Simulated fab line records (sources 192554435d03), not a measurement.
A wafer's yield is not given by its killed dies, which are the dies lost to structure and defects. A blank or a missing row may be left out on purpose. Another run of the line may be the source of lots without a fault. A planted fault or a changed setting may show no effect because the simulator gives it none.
Split-lot experiment ; flow n5 finfet ; 7 lots, 39 wafers read, on a route of 1938 steps

## THE SPLIT
At N5_HKMG_FIN_EXPOSE_46 (exposes mask NDIPOLE), the setting dose mj was moved away from the recipe's 40 on 18 of the 39 wafers read, by -6.6% to +6.2%. The other wafers ran this setting at the recipe's value.

## FROM THE SPLIT TO THE READING: what the file shows between them, 2 steps
- N5_HKMG_FIN_PEB_47: peb time 60 s
- N5_HKMG_FIN_DEVELOP_48: develop time 30 s

## THE READING
cd nm, in nm, at N5_HKMG_FIN_CD_MEAS_49 (target cd 202 nm). Typical for fault-free wafers on this fab line: 201.6 nm, with standard deviation 0.85 nm.

wafer;tool, chamber at the split;dose mj as run;against the recipe;cd nm, nm;against lot-mates on the recipe
L079.1;arfi scanner-02, 0;40;recipe;201.6;-
L079.2;arfi scanner-02, 0;40;recipe;202.6;-
L079.3;arfi scanner-02, 0;38.82;-2.9%;200.1;-1.9
L079.4;arfi scanner-02, 0;38.82;-2.9%;200.9;-1.1
L079.5;arfi scanner-02, 0;40;recipe;201.9;-
L079.6;arfi scanner-02, 0;38.82;-2.9%;200.0;-2.0
L080.1;arfi scanner-03, 0;37.73;-5.7%;199.9;-3.1
L080.2;arfi scanner-03, 0;40;recipe;202.7;-
L080.3;arfi scanner-03, 0;37.73;-5.7%;198.7;-4.3
L080.4;arfi scanner-03, 0;37.73;-5.7%;199.1;-3.9
L080.5;arfi scanner-03, 0;40;recipe;203.6;-
L080.6;arfi scanner-03, 0;40;recipe;202.6;-
L082.1;arfi scanner-02, 0;40;recipe;201.3;-
L082.2;arfi scanner-02, 0;40;recipe;200.0;-
L082.3;arfi scanner-02, 0;38.54;-3.6%;198.0;-2.9
L082.4;arfi scanner-02, 0;38.54;-3.6%;198.9;-2.0
L082.5;arfi scanner-02, 0;40;recipe;201.4;-
L082.6;arfi scanner-02, 0;38.54;-3.6%;198.6;-2.3
L083.1;arfi scanner-02, 0;40;recipe;202.3;-
L083.2;arfi scanner-02, 0;42.46;+6.2%;205.3;+4.2
L083.3;arfi scanner-02, 0;42.46;+6.2%;203.3;+2.2
L083.4;arfi scanner-02, 0;40;recipe;199.9;-
L083.5;arfi scanner-02, 0;42.46;+6.2%;205.6;+4.5
L083.6;arfi scanner-02, 0;40;recipe;201.0;-
L084.1;arfi scanner-03, 0;37.35;-6.6%;198.1;-3.9
L084.2;arfi scanner-03, 0;40;recipe;201.9;-
L084.3;arfi scanner-03, 0;40;recipe;201.3;-
L084.4;arfi scanner-03, 0;37.35;-6.6%;197.2;-4.8
L084.5;arfi scanner-03, 0;37.35;-6.6%;197.9;-4.1
L084.6;arfi scanner-03, 0;40;recipe;202.7;-
L089.1;arfi scanner-01, 0;38.89;-2.8%;199.6;-1.4
L089.2;arfi scanner-01, 0;40;recipe;202.1;-
L089.3;arfi scanner-01, 0;38.89;-2.8%;199.9;-1.1
L089.4;arfi scanner-01, 0;40;recipe;199.6;-
L089.5;arfi scanner-01, 0;38.89;-2.8%;197.8;-3.2
L089.6;arfi scanner-01, 0;40;recipe;201.4;-
L093.3;arfi scanner-02, 0;40;recipe;201.4;-
L093.4;arfi scanner-02, 0;40;recipe;202.2;-
L093.6;arfi scanner-02, 0;40;recipe;201.7;-

FIT RESULTS
A straight line over all 39 wafers: cd nm changes by +0.552 nm for each +1% of dose mj; r = +0.87; the points scatter about the line by 0.99 nm.
The same after taking each lot's own level away (the mean of its wafers on the recipe; 39 wafers): +0.628 nm for each +1%; r = +0.94; scatter 0.7 nm.
On that fit, the largest move of dose mj shifts the reading by 4.2 nm.
From 200.90 to 202.97 nm: that is the span of the lots' own levels, equal to 2.4 times the standard deviation above.
So the slope is not independent of the lot-to-lot level: the two fits are not the same.
Check: for one of the wafers moved furthest among these (-6.6%), held out of the fit, the line's prediction against its lot-mates is -4.25 nm. Against them it came out at -3.87 nm.

## OTHER SPLITS ON THESE WAFERS
These wafers also went through other splits before the reading. Each is held against what the fit with the lots' levels taken away leaves over:
other split on the same wafers;wafers away from the commonest value;r with cd nm (lot level and that fit taken away)
N5_FIN_SAQP_SPACER2_ALD_28 target thk a;12;-0.34
N5_DUMMY_GATE_EXPOSE_12 dose mj;12;+0.04

## THE WHOLE CHAIN: every reading that the file lists as answering this split, in the file's order
step;what it does;reading;change (the file's fit);r (the file's)
N5_HKMG_FIN_CD_MEAS_49;target cd 202 nm;cd nm;+0.633 nm for each +1% of the setting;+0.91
N5_HKMG_FIN_ETCH_54;etches SiARC in CF4, target depth 45.5 nm, time 75.8 s;HKMG_FIN.cd offset nm (the simulator's own value, which no gauge read);+0.632 nm for each +1% of the setting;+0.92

## THE FILE'S OWN FIT
cd nm changes by +0.633 nm for each +1% of dose mj, r = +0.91.
